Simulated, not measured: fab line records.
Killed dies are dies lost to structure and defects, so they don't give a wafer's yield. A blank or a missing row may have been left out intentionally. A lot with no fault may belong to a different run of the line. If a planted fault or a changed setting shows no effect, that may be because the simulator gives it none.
fab line records    flow n5-finfet
record lots=8  wafers=22  last-day=18
route steps=1938 shown BEOL_M0@718 BEOL_M4@1111 PASSIVATION@1936
lots that met no fault: from a run of the same line without faults
start-h: start of the lot's first displayed wafer, in hours after the record's first day    wait-h: hours since the lot's step before    " repeats the value in the row above    L1.1+2: a row that stands for several wafers    - either no value or no given start    * or withheld: withheld    < > ~ a bound
route shown NAME@n: a module of which the file shows steps, and the number in the route of the first    usual: the fault-free wafers' mean and standard deviation    same: alike in all rows    chamber/n: place in a boat    sites: per-site readings    _std_site: the standard deviation of these    _edge_site: inner sites' mean taken away from outer sites' mean    radius-mm: how far each site lies from the wafer's centre    mask NAME#n: copy n    behind: the most recent tool/chamber to have shaped the wafer    hold: why the lot went on hold/how many hours it stayed there/how the hold came to an end    device: names the non-switching transistor (n, p or np)    end of line: at the end of the route, the tests of the same wafers    a step with no rows: only its recipe    killed: dies lost to structure and defects at the first sort, not the wafer's yield    map: per-die view of a wafer (x killed, . not killed, _ where there is no die)
set.NAME: setting as actually run; set.NAME@STEP: the setting as run at that earlier step    model.NAME: the simulator's own value behind a step, which no gauge read
one table for each step of the route and one row for each wafer, over a sample of lots
services: from which hour (start-h, from the record's first day; less than 0 if before it) a tool's chamber was out of use, for how many hours, and why
## steps
# step N5_BEOL_M0_STRIP_104
# recipe chemistry=N2/H2  power-w=450  temp-c=40  pressure-mtorr=20  rf-frequency-hz=6e+07  overash-fraction=0.3  bias-power-w=7  h2-frac=0.5  n2-flow-sccm=200  h2-flow-sccm=200
# usual chamber-pressure-mTorr=20.00/0.041  drypump-motor-current-A=5.7/0.42  oes-product-au=0.78/0.091  rf-vpp-V=59.0/1.5  showerhead-plenum-p-Torr=2.55/0.11  throttle-valve-pct=23.7/0.38
lot.wafer  tool         chamber  start-h  wait-h  chamber-pressure-mTorr  drypump-motor-current-A  oes-product-au  rf-hours-counter-h  rf-vpp-V  showerhead-plenum-p-Torr  throttle-valve-pct
L395.1     rie-diel-02  3        116.45   0.0     19.99                   6.4                      0.84            63                  59.8      2.59                      23.7
L395.2     "            0        "        "       19.99                   5.1                      0.72            197                 59.0      2.42                      24.1
L395.3     "            1        "        "       19.98                   6.0                      0.67            232                 59.5      2.41                      23.7
L402.4     rie-diel-03  2        155.56   0.0     20.03                   5.7                      0.76            124                 58.6      2.52                      23.2
L402.5     "            2        "        "       20.03                   5.6                      0.76            -                   60.1      2.52                      23.2
L406.1     rie-diel-03  2        179.87   0.0     20.00                   5.6                      0.74            132                 61.4      2.52                      23.2
L406.3     "            0        "        "       20.03                   5.4                      0.66            239                 58.3      2.41                      24.0
L406.5     "            0        "        "       19.97                   5.4                      0.67            -                   61.3      2.41                      24.0
L407.1     rie-diel-01  1        192.16   0.0     20.02                   6.1                      0.75            190                 61.0      2.53                      23.6
L407.3     "            3        "        "       20.04                   5.8                      0.70            209                 57.9      2.62                      24.4
L407.5     "            2        "        "       20.01                   5.1                      0.87            -                   61.8      2.46                      23.2
L412.1     rie-diel-02  1        219.38   0.0     20.03                   5.9                      0.93            8                   60.0      2.71                      23.3
L412.5     "            0        "        "       19.98                   5.1                      0.69            -                   56.8      2.41                      24.2
L414.2     rie-diel-03  2        239.34   0.0     20.06                   5.6                      0.72            158                 58.4      2.51                      23.2
L414.4     "            0        "        "       20.03                   5.4                      0.95            -                   56.4      2.72                      23.6
L414.5     "            2        "        "       20.02                   5.6                      0.72            -                   59.5      2.51                      23.2
L415.2     rie-diel-02  0        239.54   0.0     20.00                   5.1                      0.70            243                 61.1      2.40                      24.2
L415.4     "            1        "        "       20.00                   5.9                      0.91            15                  58.1      2.71                      23.4
L415.6     "            2        "        "       20.03                   5.3                      0.83            -                   58.5      2.70                      24.0
L417.1     rie-diel-02  1        248.45   0.0     20.00                   5.9                      0.91            18                  59.2      2.71                      23.3
L417.5     "            1        "        "       20.07                   5.9                      0.89            -                   60.3      2.71                      23.3
L417.6     "            0        "        "       20.01                   5.1                      0.69            -                   60.0      2.40                      24.2
# step N5_BEOL_M0_TRENCH_ETCH_107
# recipe chemistry=C4F6/O2  target-depth-a=328  target=SiOC  time-s=16.4  ion-energy-ev=250  pressure-mtorr=30  source-w=355  bias-w=185  Ar_flow_sccm=300  C4F6_flow_sccm=10  O2_flow_sccm=10
# usual C4F6_flow_sccm=10.000/0.029  O2_flow_sccm=10.00/0.031  chamber-pressure-mTorr=29.996/0.026  drypump-motor-current-A=5.7/0.41  oes_ar_750_au=0.78/0.092  oes-product-au=0.77/0.094  rf-vpp-V=672/18  showerhead-plenum-p-Torr=2.83/0.12  throttle-valve-pct=20.86/0.25
lot.wafer  tool         chamber  start-h  wait-h  C4F6_flow_sccm  O2_flow_sccm  chamber-pressure-mTorr  drypump-motor-current-A  oes_ar_750_au  oes-product-au  rf-hours-counter-h  rf-vpp-V  showerhead-plenum-p-Torr  throttle-valve-pct
L395.1     rie-diel-03  3        116.79   0.0     10.013          10.02         30.035                  6.0                      0.86           0.88            45                  677       2.91                      20.69
L395.2     "            2        "        "       10.005          10.02         29.972                  5.6                      0.77           0.77            111                 679       2.89                      21.05
L395.3     "            0        "        "       9.994           9.99          29.966                  5.4                      0.68           0.68            217                 687       2.67                      20.81
L402.4     rie-diel-03  0        155.73   0.0     9.970           10.03         30.025                  5.4                      0.67           0.67            230                 685       2.66                      20.82
L402.5     "            2        "        "       9.969           10.00         29.972                  5.6                      0.76           0.76            -                   679       2.88                      21.05
L406.1     rie-diel-03  0        180.04   0.0     10.055          10.01         29.980                  5.4                      0.66           0.66            239                 684       2.66                      20.85
L406.3     "            3        "        "       9.983           10.05         29.992                  6.0                      0.82           0.85            68                  678       2.90                      20.73
L406.5     "            2        "        "       9.977           9.99          30.042                  5.6                      0.75           0.74            -                   678       2.88                      21.07
L407.1     rie-diel-01  3        192.33   0.0     10.018          9.99          30.038                  5.8                      0.71           0.71            209                 689       2.94                      21.36
L407.3     "            0        "        "       9.999           10.04         30.024                  5.8                      0.69           0.69            185                 697       2.94                      20.88
L407.5     "            2        "        "       9.989           10.04         30.011                  5.1                      0.89           0.87            -                   610       2.76                      20.53
L412.1     rie-diel-03  3        219.55   0.0     10.016          9.99          30.008                  6.0                      0.81           0.83            86                  678       2.89                      20.76
L412.5     "            3        "        "       10.068          9.99          29.985                  6.0                      0.80           0.82            -                   677       2.89                      20.76
L414.2     rie-diel-02  3        239.62   0.0     10.024          9.97          29.995                  6.4                      0.83           0.81            102                 680       2.92                      20.99
L414.4     "            1        "        "       10.054          10.01         29.990                  5.9                      0.92           0.93            15                  694       3.00                      20.56
L414.5     "            3        "        "       10.015          9.99          30.014                  6.4                      0.83           0.81            -                   680       2.92                      21.00
L415.2     rie-diel-02  2        239.74   0.0     10.019          9.95          29.966                  5.3                      0.88           0.88            43                  652       3.04                      21.07
L415.4     "            3        "        "       9.972           9.95          29.970                  6.4                      0.83           0.82            102                 680       2.92                      20.99
L415.6     "            1        "        "       9.937           10.01         29.958                  5.9                      0.90           0.93            -                   691       3.00                      20.56
L417.1     rie-diel-02  0        249.02   0.0     10.013          10.03         30.054                  5.1                      0.69           0.67            247                 664       2.68                      21.05
L417.5     "            2        "        "       10.026          10.02         30.018                  5.3                      0.87           0.86            -                   651       3.04                      21.06
L417.6     "            3        "        "       9.947           9.99          29.966                  6.4                      0.82           0.81            -                   679       2.92                      21.00
# step N5_BEOL_M0_STRIP_142
# recipe chemistry=N2/H2  time-s=10  power-w=450  temp-c=40  pressure-mtorr=20  rf-frequency-hz=6e+07  bias-power-w=7  n2-flow-sccm=200  h2-flow-sccm=200
# usual chamber-pressure-mTorr=19.998/0.019  drypump-motor-current-A=5.7/0.41  oes-product-au=0.77/0.091  rf-vpp-V=59.2/0.82  showerhead-plenum-p-Torr=2.52/0.099  throttle-valve-pct=23.6/0.36
lot.wafer  tool         chamber  start-h  wait-h  chamber-pressure-mTorr  drypump-motor-current-A  oes-product-au  rf-hours-counter-h  rf-vpp-V  showerhead-plenum-p-Torr  throttle-valve-pct
L395.1     rie-diel-03  3        116.81   0.0     19.969                  6.0                      0.88            45                  58.0      2.58                      23.3
L395.2     "            2        "        "       20.005                  5.6                      0.77            111                 60.7      2.53                      23.2
L395.3     "            0        "        "       20.011                  5.4                      0.68            217                 59.9      2.42                      24.0
L402.4     rie-diel-03  0        155.75   0.0     19.979                  5.4                      0.67            230                 59.6      2.41                      24.0
L402.5     "            2        "        "       19.996                  5.6                      0.77            -                   59.4      2.52                      23.2
L406.1     rie-diel-03  0        180.06   0.0     19.975                  5.4                      0.66            239                 58.5      2.41                      24.0
L406.3     "            3        "        "       19.973                  6.0                      0.85            69                  57.1      2.57                      23.3
L406.5     "            2        "        "       19.973                  5.6                      0.75            -                   59.8      2.52                      23.2
L407.1     rie-diel-01  3        192.35   0.0     20.011                  5.8                      0.69            209                 58.8      2.62                      24.4
L407.3     "            0        "        "       20.024                  5.8                      0.70            185                 58.7      2.64                      23.4
L407.5     "            2        "        "       20.008                  5.1                      0.86            -                   59.5      2.46                      23.2
L412.1     rie-diel-03  3        219.57   0.0     19.998                  6.0                      0.83            86                  59.3      2.56                      23.3
L412.5     "            3        "        "       19.992                  6.0                      0.84            -                   61.1      2.56                      23.3
L414.2     rie-diel-02  3        239.64   0.0     20.005                  6.4                      0.79            102                 58.4      2.58                      23.7
L414.4     "            1        "        "       19.996                  5.9                      0.91            15                  60.0      2.71                      23.3
L414.5     "            3        "        "       19.987                  6.4                      0.80            -                   59.4      2.58                      23.7
L415.2     rie-diel-02  2        239.76   0.0     20.036                  5.3                      0.85            43                  60.3      2.70                      24.0
L415.4     "            3        "        "       19.980                  6.4                      0.79            102                 59.2      2.58                      23.7
L415.6     "            1        "        "       19.973                  5.9                      0.91            -                   60.4      2.71                      23.3
L417.1     rie-diel-02  0        249.04   0.0     20.013                  5.0                      0.68            247                 58.5      2.40                      24.2
L417.5     "            2        "        "       20.000                  5.3                      0.85            -                   60.1      2.70                      24.0
L417.6     "            3        "        "       20.012                  6.4                      0.78            -                   58.1      2.57                      23.7
# step N5_BEOL_M0_ETCH_109
# recipe chemistry=CH3F/O2  target-depth-a=80  overetch-a=24  target=SiCN  time-s=27.4  ion-energy-ev=120  pressure-mtorr=30  source-w=395  bias-w=75  Ar_flow_sccm=150  CH3F_flow_sccm=30  O2_flow_sccm=20
# usual CH3F_flow_sccm=30.00/0.087  O2_flow_sccm=19.99/0.064  chamber-pressure-mTorr=30.001/0.024  drypump-motor-current-A=5.7/0.41  oes-product-au=0.67/0.07  rf-vpp-V=297.6/1.7  showerhead-plenum-p-Torr=2.01/0.082  throttle-valve-pct=16.34/0.25
lot.wafer  tool         chamber  start-h  wait-h  CH3F_flow_sccm  O2_flow_sccm  chamber-pressure-mTorr  drypump-motor-current-A  oes-product-au  rf-hours-counter-h  rf-vpp-V  showerhead-plenum-p-Torr  throttle-valve-pct
L395.1     rie-diel-02  2        117.40   0.4     30.00           20.00         30.016                  5.3                      0.84            0                   299.2     2.15                      16.29
L395.2     "            1        "        "       30.07           20.08         29.972                  5.9                      0.59            233                 294.3     1.87                      16.43
L395.3     "            3        "        "       29.99           19.93         29.999                  6.4                      0.72            63                  298.8     2.06                      16.27
L402.4     rie-diel-01  1        155.98   0.1     30.01           19.93         30.007                  6.1                      0.65            -                   297.7     1.99                      16.34
L402.5     "            3        "        "       30.04           19.90         29.995                  5.8                      0.60            -                   298.9     2.07                      16.76
L406.1     rie-diel-03  3        180.30   0.0     -               -             -                       -                        -               -                   -         -                         -
L406.3     "            0        "        "       -               -             -                       -                        -               -                   -         -                         -
L406.5     "            2        "        "       -               -             -                       -                        -               -                   -         -                         -
L407.1     rie-diel-01  3        192.54   0.0     -               -             -                       -                        -               -                   -         -                         -
L407.3     "            0        "        "       -               -             -                       -                        -               -                   -         -                         -
L407.5     "            2        "        "       -               -             -                       -                        -               -                   -         -                         -
L412.1     rie-diel-03  2        219.76   0.0     30.17           20.01         30.039                  5.6                      0.64            150                 296.4     2.01                      16.48
L412.5     "            2        "        "       30.25           20.00         29.978                  5.6                      0.64            -                   297.1     2.01                      16.50
L414.2     rie-diel-01  2        239.83   0.0     30.07           20.00         30.045                  5.1                      0.71            66                  296.5     1.93                      16.02
L414.4     "            3        "        "       30.06           20.02         29.992                  5.8                      0.58            225                 299.5     2.06                      16.81
L414.5     "            0        "        "       29.96           20.01         30.027                  5.8                      0.60            -                   298.7     2.07                      16.46
L415.2     rie-diel-01  1        239.95   0.0     30.02           19.99         30.044                  6.1                      0.62            206                 295.9     1.98                      16.40
L415.4     "            2        "        "       29.91           19.87         29.994                  5.1                      0.72            66                  295.9     1.93                      16.00
L415.6     "            2        "        "       29.94           19.94         29.965                  5.1                      0.73            -                   296.4     1.93                      16.02
L417.1     rie-diel-01  2        249.31   0.1     29.86           20.09         30.003                  5.1                      0.71            71                  295.7     1.93                      16.01
L417.5     "            0        "        "       29.91           19.96         29.995                  5.8                      0.60            -                   299.0     2.07                      16.47
L417.6     "            1        "        "       29.95           19.99         30.008                  6.1                      0.62            -                   295.8     1.98                      16.40
# step N5_BEOL_M0_RS_MEAS_126
# recipe thk-meas-gauge=four-point-probe  reads=Co_of_BEOL_M0_CO_CAP_123+Cu_of_BEOL_M0_ECD_118+Co_of_BEOL_M0_CVD_115+TaN_of_BEOL_M0_ALD_136
# usual M0_RS=0.537/0.021
lot.wafer  tool           chamber  start-h  wait-h  M0_RS[ohm/sq]
L395.1     film-metro-02  -        121.68   0.0     0.569
L395.2     "              -        "        "       0.542
L395.3     "              -        "        "       0.576
L402.4     film-metro-02  -        159.40   0.0     0.561
L402.5     "              -        "        "       0.544
L406.1     film-metro-01  -        184.75   0.0     0.641
L406.3     "              -        "        "       0.627
L406.5     "              -        "        "       0.653
L407.1     film-metro-02  -        195.72   0.0     0.630
L407.3     "              -        "        "       0.625
L407.5     "              -        "        "       0.643
L412.1     film-metro-01  -        227.89   0.0     0.536
L412.5     "              -        "        "       0.552
L414.2     film-metro-01  -        242.94   0.1     0.520
L414.4     "              -        "        "       0.505
L414.5     "              -        "        "       0.496
L415.2     film-metro-01  -        243.20   0.1     0.567
L415.4     "              -        "        "       0.523
L415.6     "              -        "        "       0.521
L417.1     film-metro-01  -        251.91   0.0     0.565
L417.5     "              -        "        "       0.503
L417.6     "              -        "        "       0.541
# step N5_BEOL_M4_RC_MEAS_101
# usual DIBL_N=36.6/2.3  DIBL_P=36.3/2.8  IOFF_N=0.17/0.047  IOFF_P=0.22/0.048  ION_N=676/14  ION_P=463/9.4  SS_N=71.6/0.84  SS_P=73.4/0.85  VT_N=249/3.7  VT_P=-249/3.6
lot.wafer  tool       chamber  start-h  wait-h  DIBL_N[mV/V]  DIBL_P[mV/V]  IOFF_N[nA/um]  IOFF_P[nA/um]  ION_N[uA/um]  ION_P[uA/um]  SS_N[mV/dec]  SS_P[mV/dec]  VT_N[mV]  VT_P[mV]
L395.1     prober-02  0        167.15   0.0     35.1          32.6          0.15           0.18           667           461           72.0          73.0          249       -249
L395.2     "          0        "        "       34.6          33.7          0.13           0.18           679           470           70.9          71.8          253       -249
L395.3     "          0        "        "       37.2          37.4          0.18           0.24           674           467           71.3          73.8          248       -248
L402.4     prober-01  0        206.33   0.5     34.9          34.5          0.15           0.22           683           473           70.9          72.8          246       -246
L402.5     "          0        "        "       33.2          32.8          0.12           0.19           672           470           70.8          72.7          253       -249
L412.1     prober-02  0        265.61   0.0     39.0          40.8          0.24           0.32           689           475           72.3          74.6          241       -241
L412.5     "          0        "        "       37.3          36.9          0.20           0.24           683           471           72.7          74.1          247       -248
L414.2     prober-01  0        287.18   0.2     36.6          38.3          0.16           0.25           679           473           73.0          73.3          248       -247
L414.4     "          0        "        "       34.8          35.2          0.13           0.19           661           459           71.9          73.0          253       -253
L414.5     "          0        "        "       35.4          37.6          0.15           0.23           681           470           71.8          74.2          251       -247
L415.2     prober-02  0        295.01   0.2     35.8          32.8          0.16           0.16           665           450           71.0          72.8          249       -256
L415.4     "          0        "        "       35.3          35.1          0.15           0.19           659           446           71.2          72.9          247       -252
L415.6     "          0        "        "       33.0          32.1          0.12           0.16           671           462           71.2          71.8          252       -254
L417.1     prober-01  0        309.81   0.0     40.5          41.1          0.25           0.29           671           459           72.9          75.4          244       -249
L417.5     "          0        "        "       39.5          40.5          0.24           0.27           674           458           72.5          74.9          243       -250
L417.6     "          0        "        "       38.0          36.5          0.18           0.21           674           455           72.3          74.3          248       -253
# step N5_PASSIVATION_PROBE_49
# usual defect-limited-yield=91.5/1.5  killed_at_M0_to_M3=33/9.9  killed_at_M4_up=14/5.2  killed-at-contacts=11/5.2  killed-at-front-end=38/10  killed-at-other=4/3.5  killed-dies=100/18  killed-on-rim=13/4.1  killed-open=66/14  killed-short=32/6.9  sort_bin_5_function=5.0/1  sort_bin_6_memory=3.1/0.69  sort-n-pass=1080/18  sort-yield-pct=91.5/1.5
# same gross-dies=1180  killed-at-back-side=0  sort_bin_4_leakage[%]=0  sort_bin_8_speed[%]=0
lot.wafer  tool       chamber  start-h  wait-h  defect-limited-yield[%]  killed_at_M0_to_M3  killed_at_M4_up  killed-at-contacts  killed-at-front-end  killed-at-other  killed-dies  killed-on-rim  killed-open  killed-short  sort_bin_5_function[%]  sort_bin_6_memory[%]  sort-n-pass  sort-yield-pct[%]
L407.1     prober-02  -        347.61   0.0     0                        1130                9                3                   30                   8                1180         152            40           34            97.3                    2.5                   0            0
L407.3     prober-02  -        347.71   0.1     0                        1119                13               6                   40                   2                1180         152            50           35            96.5                    3.2                   0            0
L407.5     prober-02  -        347.81   0.2     0                        1134                13               7                   25                   1                1180         152            46           27            97.3                    2.5                   0            0
L406.1     prober-02  -        348.20   0.0     0                        1130                9                4                   36                   1                1180         152            56           24            97.6                    2.2                   0            0
L406.3     prober-02  -        348.30   0.1     0                        1119                15               10                  30                   6                1180         152            67           25            97.1                    2.9                   0            0
L406.5     prober-02  -        348.40   0.2     0                        1135                16               9                   18                   2                1180         152            61           22            97.4                    2.6                   0            0
# killed by level:class
L407.1 BEOL_M0:area-etch=1105 FIN_SAQP:geometric-particle:short=8 BEOL_M2:geometric-particle:open=6 BEOL_M0_SAQP:geometric-particle:open=5 BEOL_M0_SAQP:geometric-particle:short=5 BEOL_M1:geometric-particle:open=5 GATE_CUT:geometric-particle:short=4 PASS1_CAP:geometric-particle:short=4
L407.3 BEOL_M0:area-etch=1095 FIN_SAQP:geometric-particle:short=11 FIN_SAQP:geometric-particle:open=8 BEOL_M4:geometric-particle:open=7 BEOL_M0_SAQP:geometric-particle:short=6 GATE_CUT:geometric-particle:short=5 BEOL_M0_SAQP:geometric-particle:open=5 MOL_CONTACT_COAG:geometric-particle:open=4
L407.5 BEOL_M0:area-etch=1106 BEOL_M2:geometric-particle:open=9 DUMMY_GATE:geometric-particle:open=7 BEOL_M0_SAQP:geometric-particle:open=6 GATE_CUT:geometric-particle:short=5 MOL_CONTACT_COAG:geometric-particle:open=5 BEOL_M0_SAQP:geometric-particle:short=5 BEOL_M0:geometric-particle:short=3
L406.1 BEOL_M0:area-etch=1100 STI_FIN_REVEAL:geometric-particle:open=12 FIN_SAQP:geometric-particle:open=7 BEOL_M0_SAQP:geometric-particle:open=6 BEOL_M1:geometric-particle:short=6 BEOL_M1:geometric-particle:open=6 FIN_SAQP:geometric-particle:short=4 STI_FIN_REVEAL:geometric-particle:short=4
L406.3 BEOL_M0:area-etch=1088 MOL_CONTACT_COAG:geometric-particle:open=10 BEOL_M3:geometric-particle:open=9 FIN_SAQP:geometric-particle:open=7 FIN_SAQP:geometric-particle:short=7 BEOL_M1:geometric-particle:open=7 BEOL_M4:geometric-particle:open=7 BEOL_M0_SAQP:geometric-particle:open=4
L406.5 BEOL_M0:area-etch=1096 BEOL_M1:geometric-particle:open=13 MOL_CONTACT_COAG:geometric-particle:open=8 BEOL_M4:geometric-particle:open=8 BEOL_M0_SAQP:geometric-particle:open=7 BEOL_M3:geometric-particle:open=7 BEOL_M0_SAQP:geometric-particle:short=6 BEOL_M1:geometric-particle:short=5
## services
tool         chamber  start-h  hours  kind
rie-diel-02  2        94.61    -      clean
rie-diel-02  2        94.61    -      consumable-replace:esc
rie-diel-02  2        94.61    -      consumable-replace:focus-ring
rie-diel-02  2        94.61    -      consumable-replace:showerhead
rie-diel-02  2        94.61    22.5   scheduled-down
rie-diel-02  2        94.61    22.5   vent-cycle
rie-diel-01  3        110.08   4.3    repair
rie-diel-03  2        128.56   3.6    repair
rie-diel-02  3        139.10   12.7   repair
rie-diel-01  0        143.26   26.3   repair
rie-diel-03  1        174.77   -      clean
rie-diel-03  1        174.77   -      consumable-replace:focus-ring
rie-diel-03  1        174.77   17.9   scheduled-down
rie-diel-03  1        174.77   17.9   vent-cycle
rie-diel-02  1        177.05   -      clean
rie-diel-02  1        177.05   -      consumable-replace:focus-ring
rie-diel-02  1        177.05   -      consumable-replace:showerhead
rie-diel-02  1        177.05   17.0   scheduled-down
rie-diel-03  0        206.91   -      clean
rie-diel-03  0        206.91   -      consumable-replace:focus-ring
rie-diel-03  0        206.91   -      consumable-replace:showerhead
rie-diel-03  0        206.91   19.3   scheduled-down
rie-diel-03  0        206.91   19.3   vent-cycle
rie-diel-01  0        227.96   4.4    repair
## key
first-sign step=N5_BEOL_M0_ETCH_109  reading=tool-record  direction=missing
effect step=N5_BEOL_M0_RS_MEAS_126  reading=M0_RS  direction=up  sigmas=4.7  usual=0.537  struck=0.636
effect step=N5_PASSIVATION_PROBE_49  reading=killed_at_M0_to_M3  direction=up  sigmas=99+  usual=33  struck=1128
more-kills-born-at N5_BEOL_M0_ETCH_109@rie-diel-01=3306  N5_BEOL_M0_ETCH_109@rie-diel-03=3280
met-at N5_BEOL_M0_ETCH_109
struck-lots L406,L407
later-rows-left-out L406.1,L406.3,L406.5,L407.1,L407.3,L407.5
not-acting-at N5_BEOL_M0_STRIP_104,N5_BEOL_M0_TRENCH_ETCH_107,N5_BEOL_M0_STRIP_142
onset-between 155.98 180.30
fault kind=skipped-step-whole  tool=rie-diel-01,rie-diel-03  chamber=-  onset-h=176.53  steps=N5_BEOL_M0_ETCH_109  scope=struck-lots-only
# later-rows-left-out: the simulator's readings of these wafers behind a module that went badly wrong aren't trusted and aren't shown, but for the sort
